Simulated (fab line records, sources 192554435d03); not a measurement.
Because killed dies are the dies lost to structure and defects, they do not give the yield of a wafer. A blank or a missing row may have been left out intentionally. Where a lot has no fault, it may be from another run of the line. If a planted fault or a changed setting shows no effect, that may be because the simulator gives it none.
fab line records || flow n5Finfet
[record] {"lots": 7, "wafers": 21}
route steps=1938 shown PASSIVATION@1901
startH: start of the lot's first displayed wafer, in hours after the record's first day || waitH: hours since the lot's step before || " unchanged from the row above || L1.1+2: a single row standing in for several wafers || - either no value or no given start || * or withheld: withheld || < > ~ a bound
route shown NAME@n: names a module that has steps shown in the file, with the first one's number in the route || usual: average and standard deviation across the fault-free wafers || same: alike in all rows || chamber/n: place in a boat || sites: per-site readings || _std_site: their standard deviation || _edge_site: inner sites' mean taken away from outer sites' mean || radiusMm: for every site, how far away it sits from the centre of the wafer || mask NAME#n: copy n || behind: tool/chamber where the wafer was last shaped || hold: why the lot was held/for how many hours/how that ended || device: which transistor (n, p or np) failed to switch || end of line: tests of these same wafers at the route's end || a step without rows: its recipe alone || killed: count of dies lost to structure and defects at first sort (not the wafer's yield) || map: a wafer's dies, x killed, . not, _ none there
set.NAME: the setting the step ran with; set.NAME@STEP: the setting that earlier step ran with || model.NAME: the simulator's own value behind a step, which no gauge read
lots whose settings were changed on purpose; a table a step, a row a wafer
[[steps]]
[step N5_PASSIVATION_EXPOSE_27]
[recipe] {"maskId": "PAD", "na": 0.55, "sourceShape": "conventional", "sigmaOuter": 0.8, "polarization": "unpolarized", "defocusNm": 0, "doseMj": 32.3}
{"lot.wafer": "L074.2+3+4", "tool": "krfScanner-01", "chamber": 0, "startH": 282.73, "waitH": "-", "mask": "PAD#0", "set.doseMj": 33.34}
{"lot.wafer": "L078.2+3", "tool": "krfScanner-01", "chamber": 0, "startH": 327.13, "waitH": "-", "mask": "PAD#0", "set.doseMj": 31.36}
{"lot.wafer": "L078.5", "tool": "krfScanner-01", "chamber": 0, "startH": 327.13, "waitH": "-", "mask": "PAD#0", "set.doseMj": 32.3}
{"lot.wafer": "L081.1+3", "tool": "krfScanner-01", "chamber": 0, "startH": 327.30, "waitH": "-", "mask": "PAD#0", "set.doseMj": 32.3}
{"lot.wafer": "L081.4", "tool": "krfScanner-01", "chamber": 0, "startH": 327.30, "waitH": "-", "mask": "PAD#0", "set.doseMj": 31.5}
{"lot.wafer": "L084.1", "tool": "krfScanner-02", "chamber": 0, "startH": 339.64, "waitH": "-", "mask": "PAD#0", "set.doseMj": 33.44}
{"lot.wafer": "L084.2+6", "tool": "krfScanner-02", "chamber": 0, "startH": 339.64, "waitH": "-", "mask": "PAD#0", "set.doseMj": 32.3}
{"lot.wafer": "L089.2+4", "tool": "krfScanner-02", "chamber": 0, "startH": 385.52, "waitH": "-", "mask": "PAD#0", "set.doseMj": 32.3}
{"lot.wafer": "L089.6", "tool": "krfScanner-02", "chamber": 0, "startH": 385.52, "waitH": "-", "mask": "PAD#0", "set.doseMj": 33.06}
{"lot.wafer": "L091.2+3", "tool": "krfScanner-01", "chamber": 0, "startH": 392.04, "waitH": "-", "mask": "PAD#0", "set.doseMj": 32.3}
{"lot.wafer": "L091.5", "tool": "krfScanner-01", "chamber": 0, "startH": 392.04, "waitH": "-", "mask": "PAD#0", "set.doseMj": 33.23}
{"lot.wafer": "L097.1+4+5", "tool": "krfScanner-01", "chamber": 0, "startH": 464.75, "waitH": "-", "mask": "PAD#0", "set.doseMj": 32.3}
[step N5_PASSIVATION_PEB_28]
[recipe] {"pebTempC": "withheld", "pebTimeS": "*"}
[step N5_PASSIVATION_DEVELOP_29]
[recipe] {"developTimeS": 60, "rinseLiquid": "diw", "dry": "airSpin", "devTempC": 21}
[step N5_PASSIVATION_HARDBAKE_31]
[recipe] {"tempC": 130, "timeS": 120}
[step N5_PASSIVATION_CD_MEAS_30]
[recipe] {"targetCdNm": 4000, "landingEnergyEv": 500, "detector": "seInlens", "polarity": "opening"}
[usual] {"cdNm": "3999.1/1.7"}
{"lot.wafer": "L074.2", "tool": "cdSem-03", "chamber": 0, "startH": 282.90, "waitH": "-", "set.doseMj@PASSIVATION_EXPOSE_27": 33.34, "cdNm": 4006.1}
{"lot.wafer": "L074.3", "tool": "cdSem-03", "chamber": 0, "startH": 282.90, "waitH": "-", "set.doseMj@PASSIVATION_EXPOSE_27": 33.34, "cdNm": 4004.3}
{"lot.wafer": "L074.4", "tool": "cdSem-03", "chamber": 0, "startH": 282.90, "waitH": "-", "set.doseMj@PASSIVATION_EXPOSE_27": 33.34, "cdNm": 4005.7}
{"lot.wafer": "L078.2", "tool": "cdSem-03", "chamber": 0, "startH": 327.30, "waitH": "-", "set.doseMj@PASSIVATION_EXPOSE_27": 31.36, "cdNm": 3994.2}
{"lot.wafer": "L078.3", "tool": "cdSem-03", "chamber": 0, "startH": 327.30, "waitH": "-", "set.doseMj@PASSIVATION_EXPOSE_27": 31.36, "cdNm": 3993.9}
{"lot.wafer": "L078.5", "tool": "cdSem-03", "chamber": 0, "startH": 327.30, "waitH": "-", "set.doseMj@PASSIVATION_EXPOSE_27": 32.3, "cdNm": 4003.3}
{"lot.wafer": "L081.1", "tool": "cdSem-03", "chamber": 0, "startH": 327.47, "waitH": "-", "set.doseMj@PASSIVATION_EXPOSE_27": 32.3, "cdNm": 3999.5}
{"lot.wafer": "L081.3", "tool": "cdSem-03", "chamber": 0, "startH": 327.47, "waitH": "-", "set.doseMj@PASSIVATION_EXPOSE_27": 32.3, "cdNm": 3997.2}
{"lot.wafer": "L081.4", "tool": "cdSem-03", "chamber": 0, "startH": 327.47, "waitH": "-", "set.doseMj@PASSIVATION_EXPOSE_27": 31.5, "cdNm": 3994.8}
{"lot.wafer": "L084.1", "tool": "cdSem-01", "chamber": 0, "startH": 339.81, "waitH": "-", "set.doseMj@PASSIVATION_EXPOSE_27": 33.44, "cdNm": 4005.0}
{"lot.wafer": "L084.2", "tool": "cdSem-01", "chamber": 0, "startH": 339.81, "waitH": "-", "set.doseMj@PASSIVATION_EXPOSE_27": 32.3, "cdNm": 4000.8}
{"lot.wafer": "L084.6", "tool": "cdSem-01", "chamber": 0, "startH": 339.81, "waitH": "-", "set.doseMj@PASSIVATION_EXPOSE_27": 32.3, "cdNm": 4000.7}
{"lot.wafer": "L089.2", "tool": "cdSem-02", "chamber": 0, "startH": 385.69, "waitH": "-", "set.doseMj@PASSIVATION_EXPOSE_27": 32.3, "cdNm": 3998.5}
{"lot.wafer": "L089.4", "tool": "cdSem-02", "chamber": 0, "startH": 385.69, "waitH": "-", "set.doseMj@PASSIVATION_EXPOSE_27": 32.3, "cdNm": 3996.3}
{"lot.wafer": "L089.6", "tool": "cdSem-02", "chamber": 0, "startH": 385.69, "waitH": "-", "set.doseMj@PASSIVATION_EXPOSE_27": 33.06, "cdNm": 4000.7}
{"lot.wafer": "L091.2", "tool": "cdSem-03", "chamber": 0, "startH": 392.21, "waitH": "-", "set.doseMj@PASSIVATION_EXPOSE_27": 32.3, "cdNm": 4002.0}
{"lot.wafer": "L091.3", "tool": "cdSem-03", "chamber": 0, "startH": 392.21, "waitH": "-", "set.doseMj@PASSIVATION_EXPOSE_27": 32.3, "cdNm": 4000.5}
{"lot.wafer": "L091.5", "tool": "cdSem-03", "chamber": 0, "startH": 392.21, "waitH": "-", "set.doseMj@PASSIVATION_EXPOSE_27": 33.23, "cdNm": 4008.0}
{"lot.wafer": "L097.1", "tool": "cdSem-02", "chamber": 0, "startH": 464.93, "waitH": "-", "set.doseMj@PASSIVATION_EXPOSE_27": 32.3, "cdNm": 3997.4}
{"lot.wafer": "L097.4", "tool": "cdSem-02", "chamber": 0, "startH": 464.93, "waitH": "-", "set.doseMj@PASSIVATION_EXPOSE_27": 32.3, "cdNm": 4000.8}
{"lot.wafer": "L097.5", "tool": "cdSem-02", "chamber": 0, "startH": 464.93, "waitH": "-", "set.doseMj@PASSIVATION_EXPOSE_27": 32.3, "cdNm": 4002.4}
[step N5_PASSIVATION_SRD_72]
[recipe] {"dry": "ipaMarangoni", "timeS": 30, "tempC": 23, "rinseLiquid": "diw"}
[step N5_PASSIVATION_ANNEAL_56]
[recipe] {"tempC": 400, "timeS": 1800, "ambient": "FGA", "idleTempC": 300, "rampUpCPerMin": 5, "rampDownCPerMin": 3}
[step N5_PASSIVATION_PROBE_49]
[usual] {"defectLimitedYield": "91.1/1.4", "killed_at_M0_to_M3": "32/9.3", "killed_at_M4_up": "13/5.8", "killedAtContacts": "12/6.3", "killedAtFrontEnd": "44/12", "killedAtOther": "3.6/2.7", "killedDies": "104/17", "killedOpen": "69/13", "killedShort": "34/6.9", "sort_bin_4_leakage": "0.00/0.031", "sort_bin_5_function": "5.2/0.98", "sort_bin_6_memory": "3.3/0.59", "sort_bin_8_speed": "0.01/0.039", "sortNPass": "1075/17"}
[same] {"grossDies": 1180, "killedAtBackSide": 0}
{"lot.wafer": "L074.2", "tool": "prober-01", "chamber": "-", "startH": 287.99, "waitH": 0.1, "set.targetThkA@PASSIVATION_SPUTTER_20": 500, "defectLimitedYield[%]": 88.4, "killed_at_M0_to_M3": 45, "killed_at_M4_up": 15, "killedAtContacts": 13, "killedAtFrontEnd": 59, "killedAtOther": 5, "killedDies": 137, "killedOpen": 80, "killedShort": 50, "sort_bin_4_leakage[%]": 0, "sort_bin_5_function[%]": 7.2, "sort_bin_6_memory[%]": 3.7, "sort_bin_8_speed[%]": 0, "sortNPass": 1043}
{"lot.wafer": "L074.3", "tool": "prober-01", "chamber": "-", "startH": 288.04, "waitH": 0.1, "set.targetThkA@PASSIVATION_SPUTTER_20": 561.9, "defectLimitedYield[%]": 90.3, "killed_at_M0_to_M3": 39, "killed_at_M4_up": 9, "killedAtContacts": 9, "killedAtFrontEnd": 53, "killedAtOther": 4, "killedDies": 114, "killedOpen": 65, "killedShort": 49, "sort_bin_4_leakage[%]": 0, "sort_bin_5_function[%]": 4.8, "sort_bin_6_memory[%]": 4.6, "sort_bin_8_speed[%]": 0, "sortNPass": 1066}
{"lot.wafer": "L074.4", "tool": "prober-01", "chamber": "-", "startH": 288.09, "waitH": 0.2, "set.targetThkA@PASSIVATION_SPUTTER_20": 500, "defectLimitedYield[%]": 90.2, "killed_at_M0_to_M3": 35, "killed_at_M4_up": 11, "killedAtContacts": 10, "killedAtFrontEnd": 54, "killedAtOther": 6, "killedDies": 116, "killedOpen": 64, "killedShort": 43, "sort_bin_4_leakage[%]": 0, "sort_bin_5_function[%]": 5.9, "sort_bin_6_memory[%]": 3.1, "sort_bin_8_speed[%]": 0, "sortNPass": 1064}
{"lot.wafer": "L078.2", "tool": "prober-01", "chamber": "-", "startH": 332.41, "waitH": 0.1, "set.targetThkA@PASSIVATION_SPUTTER_20": 517.3, "defectLimitedYield[%]": 89.2, "killed_at_M0_to_M3": 27, "killed_at_M4_up": 28, "killedAtContacts": 8, "killedAtFrontEnd": 61, "killedAtOther": 3, "killedDies": 127, "killedOpen": 62, "killedShort": 48, "sort_bin_4_leakage[%]": 0, "sort_bin_5_function[%]": 5.7, "sort_bin_6_memory[%]": 3.2, "sort_bin_8_speed[%]": 0, "sortNPass": 1053}
{"lot.wafer": "L078.3", "tool": "prober-01", "chamber": "-", "startH": 332.46, "waitH": 0.1, "set.targetThkA@PASSIVATION_SPUTTER_20": 500, "defectLimitedYield[%]": 93.0, "killed_at_M0_to_M3": 23, "killed_at_M4_up": 13, "killedAtContacts": 9, "killedAtFrontEnd": 37, "killedAtOther": 1, "killedDies": 83, "killedOpen": 44, "killedShort": 36, "sort_bin_4_leakage[%]": 0, "sort_bin_5_function[%]": 3.7, "sort_bin_6_memory[%]": 2.9, "sort_bin_8_speed[%]": 0, "sortNPass": 1097}
{"lot.wafer": "L078.5", "tool": "prober-01", "chamber": "-", "startH": 332.56, "waitH": 0.2, "set.targetThkA@PASSIVATION_SPUTTER_20": 500, "defectLimitedYield[%]": 88.6, "killed_at_M0_to_M3": 29, "killed_at_M4_up": 22, "killedAtContacts": 7, "killedAtFrontEnd": 74, "killedAtOther": 2, "killedDies": 134, "killedOpen": 71, "killedShort": 44, "sort_bin_4_leakage[%]": 0, "sort_bin_5_function[%]": 5.8, "sort_bin_6_memory[%]": 3.6, "sort_bin_8_speed[%]": 0.34, "sortNPass": 1042}
{"lot.wafer": "L081.1", "tool": "prober-01", "chamber": "-", "startH": 332.66, "waitH": 0.0, "set.targetThkA@PASSIVATION_SPUTTER_20": 500, "defectLimitedYield[%]": 43.0, "killed_at_M0_to_M3": 591, "killed_at_M4_up": 3, "killedAtContacts": 7, "killedAtFrontEnd": 66, "killedAtOther": 6, "killedDies": 673, "killedOpen": 59, "killedShort": 31, "sort_bin_4_leakage[%]": 0, "sort_bin_5_function[%]": 38.5, "sort_bin_6_memory[%]": 14.5, "sort_bin_8_speed[%]": 0, "sortNPass": 507}
{"lot.wafer": "L081.3", "tool": "prober-01", "chamber": "-", "startH": 332.76, "waitH": 0.1, "set.targetThkA@PASSIVATION_SPUTTER_20": 471.6, "defectLimitedYield[%]": 90.8, "killed_at_M0_to_M3": 37, "killed_at_M4_up": 6, "killedAtContacts": 5, "killedAtFrontEnd": 55, "killedAtOther": 5, "killedDies": 108, "killedOpen": 59, "killedShort": 24, "sort_bin_4_leakage[%]": 0, "sort_bin_5_function[%]": 6.3, "sort_bin_6_memory[%]": 2.8, "sort_bin_8_speed[%]": 0, "sortNPass": 1072}
{"lot.wafer": "L081.4", "tool": "prober-01", "chamber": "-", "startH": 332.81, "waitH": 0.2, "set.targetThkA@PASSIVATION_SPUTTER_20": 471.6, "defectLimitedYield[%]": 90.7, "killed_at_M0_to_M3": 38, "killed_at_M4_up": 13, "killedAtContacts": 6, "killedAtFrontEnd": 43, "killedAtOther": 10, "killedDies": 110, "killedOpen": 69, "killedShort": 36, "sort_bin_4_leakage[%]": 0, "sort_bin_5_function[%]": 5.6, "sort_bin_6_memory[%]": 3.3, "sort_bin_8_speed[%]": 0, "sortNPass": 1070}
{"lot.wafer": "L084.1", "tool": "prober-01", "chamber": "-", "startH": 345.08, "waitH": 0.0, "set.targetThkA@PASSIVATION_SPUTTER_20": 500, "defectLimitedYield[%]": 88.7, "killed_at_M0_to_M3": 61, "killed_at_M4_up": 18, "killedAtContacts": 18, "killedAtFrontEnd": 35, "killedAtOther": 1, "killedDies": 133, "killedOpen": 84, "killedShort": 32, "sort_bin_4_leakage[%]": 0, "sort_bin_5_function[%]": 7.1, "sort_bin_6_memory[%]": 4.0, "sort_bin_8_speed[%]": 0, "sortNPass": 1047}
{"lot.wafer": "L084.2", "tool": "prober-01", "chamber": "-", "startH": 345.13, "waitH": 0.1, "set.targetThkA@PASSIVATION_SPUTTER_20": 500, "defectLimitedYield[%]": 88.6, "killed_at_M0_to_M3": 33, "killed_at_M4_up": 20, "killedAtContacts": 30, "killedAtFrontEnd": 50, "killedAtOther": 1, "killedDies": 134, "killedOpen": 89, "killedShort": 45, "sort_bin_4_leakage[%]": 0, "sort_bin_5_function[%]": 6.7, "sort_bin_6_memory[%]": 4.4, "sort_bin_8_speed[%]": 0, "sortNPass": 1046}
{"lot.wafer": "L084.6", "tool": "prober-01", "chamber": "-", "startH": 345.33, "waitH": 0.3, "set.targetThkA@PASSIVATION_SPUTTER_20": 500, "defectLimitedYield[%]": 88.5, "killed_at_M0_to_M3": 52, "killed_at_M4_up": 15, "killedAtContacts": 26, "killedAtFrontEnd": 43, "killedAtOther": 0, "killedDies": 136, "killedOpen": 78, "killedShort": 50, "sort_bin_4_leakage[%]": 0, "sort_bin_5_function[%]": 6.4, "sort_bin_6_memory[%]": 4.4, "sort_bin_8_speed[%]": 0, "sortNPass": 1044}
{"lot.wafer": "L089.2", "tool": "prober-02", "chamber": "-", "startH": 391.13, "waitH": 0.1, "set.targetThkA@PASSIVATION_SPUTTER_20": 500, "defectLimitedYield[%]": 85.3, "killed_at_M0_to_M3": 90, "killed_at_M4_up": 17, "killedAtContacts": 23, "killedAtFrontEnd": 43, "killedAtOther": 1, "killedDies": 174, "killedOpen": 65, "killedShort": 29, "sort_bin_4_leakage[%]": 0.08, "sort_bin_5_function[%]": 8.1, "sort_bin_6_memory[%]": 5.8, "sort_bin_8_speed[%]": 0.17, "sortNPass": 1005}
{"lot.wafer": "L089.4", "tool": "prober-02", "chamber": "-", "startH": 391.23, "waitH": 0.2, "set.targetThkA@PASSIVATION_SPUTTER_20": 500, "defectLimitedYield[%]": 86.9, "killed_at_M0_to_M3": 83, "killed_at_M4_up": 17, "killedAtContacts": 24, "killedAtFrontEnd": 28, "killedAtOther": 3, "killedDies": 155, "killedOpen": 73, "killedShort": 33, "sort_bin_4_leakage[%]": 0, "sort_bin_5_function[%]": 8.1, "sort_bin_6_memory[%]": 4.3, "sort_bin_8_speed[%]": 0, "sortNPass": 1025}
{"lot.wafer": "L089.6", "tool": "prober-02", "chamber": "-", "startH": 391.33, "waitH": 0.3, "set.targetThkA@PASSIVATION_SPUTTER_20": 500, "defectLimitedYield[%]": 87.5, "killed_at_M0_to_M3": 76, "killed_at_M4_up": 21, "killedAtContacts": 8, "killedAtFrontEnd": 42, "killedAtOther": 0, "killedDies": 147, "killedOpen": 63, "killedShort": 30, "sort_bin_4_leakage[%]": 0.08, "sort_bin_5_function[%]": 6.6, "sort_bin_6_memory[%]": 5.5, "sort_bin_8_speed[%]": 0, "sortNPass": 1032}
{"lot.wafer": "L091.2", "tool": "prober-01", "chamber": "-", "startH": 398.22, "waitH": 0.1, "set.targetThkA@PASSIVATION_SPUTTER_20": 542.8, "defectLimitedYield[%]": 93.1, "killed_at_M0_to_M3": 18, "killed_at_M4_up": 10, "killedAtContacts": 17, "killedAtFrontEnd": 36, "killedAtOther": 1, "killedDies": 82, "killedOpen": 57, "killedShort": 25, "sort_bin_4_leakage[%]": 0, "sort_bin_5_function[%]": 3.9, "sort_bin_6_memory[%]": 2.5, "sort_bin_8_speed[%]": 0, "sortNPass": 1098}
{"lot.wafer": "L091.3", "tool": "prober-01", "chamber": "-", "startH": 398.27, "waitH": 0.1, "set.targetThkA@PASSIVATION_SPUTTER_20": 542.8, "defectLimitedYield[%]": 88.8, "killed_at_M0_to_M3": 61, "killed_at_M4_up": 9, "killedAtContacts": 11, "killedAtFrontEnd": 49, "killedAtOther": 2, "killedDies": 132, "killedOpen": 69, "killedShort": 27, "sort_bin_4_leakage[%]": 0, "sort_bin_5_function[%]": 6.3, "sort_bin_6_memory[%]": 4.6, "sort_bin_8_speed[%]": 0, "sortNPass": 1048}
{"lot.wafer": "L091.5", "tool": "prober-01", "chamber": "-", "startH": 398.37, "waitH": 0.2, "set.targetThkA@PASSIVATION_SPUTTER_20": 500, "defectLimitedYield[%]": 90.1, "killed_at_M0_to_M3": 39, "killed_at_M4_up": 6, "killedAtContacts": 26, "killedAtFrontEnd": 44, "killedAtOther": 2, "killedDies": 117, "killedOpen": 77, "killedShort": 39, "sort_bin_4_leakage[%]": 0, "sort_bin_5_function[%]": 5.5, "sort_bin_6_memory[%]": 4.2, "sort_bin_8_speed[%]": 0, "sortNPass": 1063}
{"lot.wafer": "L097.1", "tool": "prober-01", "chamber": "-", "startH": 470.30, "waitH": 0.0, "set.targetThkA@PASSIVATION_SPUTTER_20": 500, "defectLimitedYield[%]": 90.3, "killed_at_M0_to_M3": 46, "killed_at_M4_up": 18, "killedAtContacts": 9, "killedAtFrontEnd": 42, "killedAtOther": 0, "killedDies": 115, "killedOpen": 70, "killedShort": 38, "sort_bin_4_leakage[%]": 0, "sort_bin_5_function[%]": 5.2, "sort_bin_6_memory[%]": 3.6, "sort_bin_8_speed[%]": 0, "sortNPass": 1065}
{"lot.wafer": "L097.4", "tool": "prober-01", "chamber": "-", "startH": 470.45, "waitH": 0.2, "set.targetThkA@PASSIVATION_SPUTTER_20": 500, "defectLimitedYield[%]": 92.8, "killed_at_M0_to_M3": 24, "killed_at_M4_up": 9, "killedAtContacts": 14, "killedAtFrontEnd": 33, "killedAtOther": 5, "killedDies": 85, "killedOpen": 57, "killedShort": 27, "sort_bin_4_leakage[%]": 0, "sort_bin_5_function[%]": 4.6, "sort_bin_6_memory[%]": 2.6, "sort_bin_8_speed[%]": 0, "sortNPass": 1095}
{"lot.wafer": "L097.5", "tool": "prober-01", "chamber": "-", "startH": 470.50, "waitH": 0.2, "set.targetThkA@PASSIVATION_SPUTTER_20": 500, "defectLimitedYield[%]": 93.6, "killed_at_M0_to_M3": 27, "killed_at_M4_up": 8, "killedAtContacts": 5, "killedAtFrontEnd": 34, "killedAtOther": 1, "killedDies": 75, "killedOpen": 47, "killedShort": 26, "sort_bin_4_leakage[%]": 0, "sort_bin_5_function[%]": 3.3, "sort_bin_6_memory[%]": 3.1, "sort_bin_8_speed[%]": 0, "sortNPass": 1105}
// killed by level:class
L074.2 FIN_SAQP:geometricParticle:short=19 FIN_SAQP:geometricParticle:open=11 MOL_CONTACT_COAG:geometricParticle:open=11 BEOL_M0_SAQP:geometricParticle:open=9 BEOL_M0_SAQP:geometricParticle:short=8 BEOL_M1:geometricParticle:open=8 BEOL_M2:geometricParticle:open=8 STI_FIN_REVEAL:geometricParticle:open=6
L074.3 FIN_SAQP:geometricParticle:short=20 FIN_SAQP:geometricParticle:open=15 BEOL_M1:geometricParticle:open=10 BEOL_M0_SAQP:geometricParticle:short=7 MOL_CONTACT_COAG:geometricParticle:open=7 BEOL_M2:geometricParticle:short=7 STI_FIN_REVEAL:geometricParticle:open=6 BEOL_M0_SAQP:geometricParticle:open=6
L074.4 FIN_SAQP:geometricParticle:open=14 BEOL_M0_SAQP:geometricParticle:short=10 MOL_CONTACT_COAG:geometricParticle:open=8 BEOL_M0_SAQP:geometricParticle:open=8 STI_FIN_REVEAL:geometricParticle:open=7 GATE_CUT:geometricParticle:short=7 FIN_SAQP:geometricParticle:short=6 BEOL_M1:geometricParticle:open=6
L078.2 SDB:areaExpose=17 BEOL_M4:geometricParticle:open=16 FIN_SAQP:geometricParticle:short=14 FIN_SAQP:geometricParticle:open=8 BEOL_M2:geometricParticle:open=6 DUMMY_GATE:geometricParticle:open=5 BEOL_M3:geometricParticle:open=4 MOL_CONTACT_COAG:geometricParticle:open=4
L078.3 FIN_SAQP:geometricParticle:open=10 FIN_SAQP:geometricParticle:short=8 BEOL_M0_SAQP:geometricParticle:short=7 GATE_CUT:geometricParticle:short=7 MOL_CONTACT_COAG:geometricParticle:open=6 BEOL_M0_SAQP:geometricParticle:open=5 STI_FIN_REVEAL:geometricParticle:open=4 BEOL_M1:geometricParticle:open=4
L078.5 FIN_SAQP:geometricParticle:short=15 FIN_SAQP:geometricParticle:open=12 SDB:areaExpose=12 STI_FIN_REVEAL:geometricParticle:open=10 BEOL_M2:geometricParticle:open=8 BEOL_M1:geometricParticle:open=7 BEOL_M4:geometricParticle:open=6 BEOL_M5:geometricParticle:open=6
L081.1 BEOL_M3:areaExpose=560 SDB:areaExpose=21 BEOL_M3:geometricParticle:open=8 STI_FIN_REVEAL:geometricParticle:open=7 GATE_CUT:geometricParticle:short=7 BEOL_M0_SAQP:geometricParticle:open=7 FIN_SAQP:geometricParticle:open=6 BEOL_M2:geometricParticle:open=6
L081.3 SDB:areaExpose=22 BEOL_M3:geometricParticle:open=12 STI_FIN_REVEAL:geometricParticle:open=10 BEOL_M1:geometricParticle:open=10 DUMMY_GATE:geometricParticle:open=5 BEOL_M3:geometricParticle:short=5 FIN_SAQP:geometricParticle:open=3 SPACER0:geometricParticle:short=3
L081.4 STI_FIN_REVEAL:geometricParticle:open=10 DUMMY_GATE:geometricParticle:open=10 BEOL_M1:geometricParticle:open=6 BEOL_M2:geometricParticle:open=6 BEOL_M3:geometricParticle:open=6 MOL_CONTACT_COAG:geometricParticle:open=5 BEOL_M0:geometricParticle:open=5 MIM_TOP_ETCH:geometricParticle:short=5
L084.1 BEOL_M2:geometricParticle:open=23 MOL_CONTACT_COAG:geometricParticle:open=15 BEOL_M3:areaExpose=13 BEOL_M4:geometricParticle:open=12 BEOL_M0_SAQP:geometricParticle:open=10 BEOL_M0_SAQP:geometricParticle:short=10 FIN_SAQP:geometricParticle:open=7 FIN_SAQP:geometricParticle:short=6
L084.2 MOL_CONTACT_COAG:geometricParticle:open=24 FIN_SAQP:geometricParticle:open=14 BEOL_M4:geometricParticle:open=14 BEOL_M2:geometricParticle:open=13 FIN_SAQP:geometricParticle:short=12 BEOL_M0_SAQP:geometricParticle:short=7 MOL_CONTACT_COAG:geometricParticle:short=6 DUMMY_GATE:geometricParticle:short=5
L084.6 BEOL_M2:geometricParticle:open=20 MOL_CONTACT_COAG:geometricParticle:open=17 BEOL_M1:geometricParticle:short=10 MOL_CONTACT_COAG:geometricParticle:short=9 FIN_SAQP:geometricParticle:short=8 BEOL_M3:areaExpose=8 STI_FIN_REVEAL:geometricParticle:open=7 BEOL_M4:geometricParticle:open=7
L089.2 BEOL_M3:areaExpose=76 MOL_CONTACT_COAG:geometricParticle:open=16 FIN_SAQP:geometricParticle:open=10 GATE_CUT:geometricParticle:short=8 BEOL_M4:geometricParticle:open=8 MOL_CONTACT_COAG:geometricParticle:short=7 STI_FIN_REVEAL:geometricParticle:open=5 GATE_CUT:geometricParticle:open=5
L089.4 BEOL_M3:areaExpose=47 MOL_CONTACT_COAG:geometricParticle:open=19 BEOL_M0_SAQP:geometricParticle:short=18 BEOL_M4:geometricParticle:open=10 FIN_SAQP:geometricParticle:open=8 BEOL_M0_SAQP:geometricParticle:open=8 STI_FIN_REVEAL:geometricParticle:open=5 MOL_CONTACT_COAG:geometricParticle:short=5
L089.6 BEOL_M3:areaExpose=51 DUMMY_GATE:geometricParticle:open=8 BEOL_M0_SAQP:geometricParticle:open=8 FIN_SAQP:geometricParticle:short=6 STI_FIN_REVEAL:geometricParticle:open=6 BEOL_M1:geometricParticle:open=6 GATE_CUT:geometricParticle:open=5 MOL_CONTACT_COAG:geometricParticle:open=5
L091.2 MOL_CONTACT_COAG:geometricParticle:open=15 FIN_SAQP:geometricParticle:open=13 FIN_SAQP:geometricParticle:short=7 BEOL_M4:geometricParticle:open=7 GATE_CUT:geometricParticle:open=5 GATE_CUT:geometricParticle:short=4 BEOL_M0_SAQP:geometricParticle:open=4 BEOL_M0_SAQP:geometricParticle:short=4
L091.3 BEOL_M3:areaExpose=33 FIN_SAQP:geometricParticle:open=16 BEOL_M1:geometricParticle:open=11 MOL_CONTACT_COAG:geometricParticle:open=11 FIN_SAQP:geometricParticle:short=8 BEOL_M3:geometricParticle:open=8 STI_FIN_REVEAL:geometricParticle:open=5 BEOL_M0_SAQP:geometricParticle:open=4
L091.5 MOL_CONTACT_COAG:geometricParticle:open=21 BEOL_M1:geometricParticle:open=10 GATE_CUT:geometricParticle:short=8 FIN_SAQP:geometricParticle:open=7 BEOL_M3:geometricParticle:open=7 BEOL_M0_SAQP:geometricParticle:short=7 SPACER0:geometricParticle:open=6 MOL_CONTACT_COAG:geometricParticle:short=5
L097.1 FIN_SAQP:geometricParticle:short=10 MOL_CONTACT_COAG:geometricParticle:open=8 BEOL_M0_SAQP:geometricParticle:short=8 BEOL_M0_SAQP:geometricParticle:open=8 BEOL_M3:geometricParticle:open=7 BEOL_M1:geometricParticle:open=7 BEOL_M2:geometricParticle:open=7 DUMMY_GATE:geometricParticle:open=5
L097.4 MOL_CONTACT_COAG:geometricParticle:open=11 BEOL_M3:geometricParticle:open=10 FIN_SAQP:geometricParticle:short=8 FIN_SAQP:geometricParticle:open=5 STI_FIN_REVEAL:geometricParticle:open=3 DUMMY_GATE:geometricParticle:open=3 ILD0:geometricParticle:open=3 BEOL_M2:geometricParticle:open=3
L097.5 BEOL_M2:geometricParticle:open=12 FIN_SAQP:geometricParticle:short=9 STI_FIN_REVEAL:geometricParticle:open=6 FIN_SAQP:geometricParticle:open=4 ILD0:geometricParticle:open=3 MOL_CONTACT_COAG:geometricParticle:open=3 BEOL_M0_SAQP:geometricParticle:open=3 BEOL_M1:geometricParticle:open=3
[[key]]
[split] {"step": "N5_PASSIVATION_EXPOSE_27", "setting": "doseMj", "stated": 32.3, "by": "wafer"}
[response] {"step": "N5_PASSIVATION_CD_MEAS_30", "reading": "cdNm", "change": "+1.9", "per": "1%", "r": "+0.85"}
split outsideThisFile step=N5_PASSIVATION_SPUTTER_20 setting=targetThkA
// split outsideThisFile: this setting was split too, and the file shows its column; the key of that split is in another file
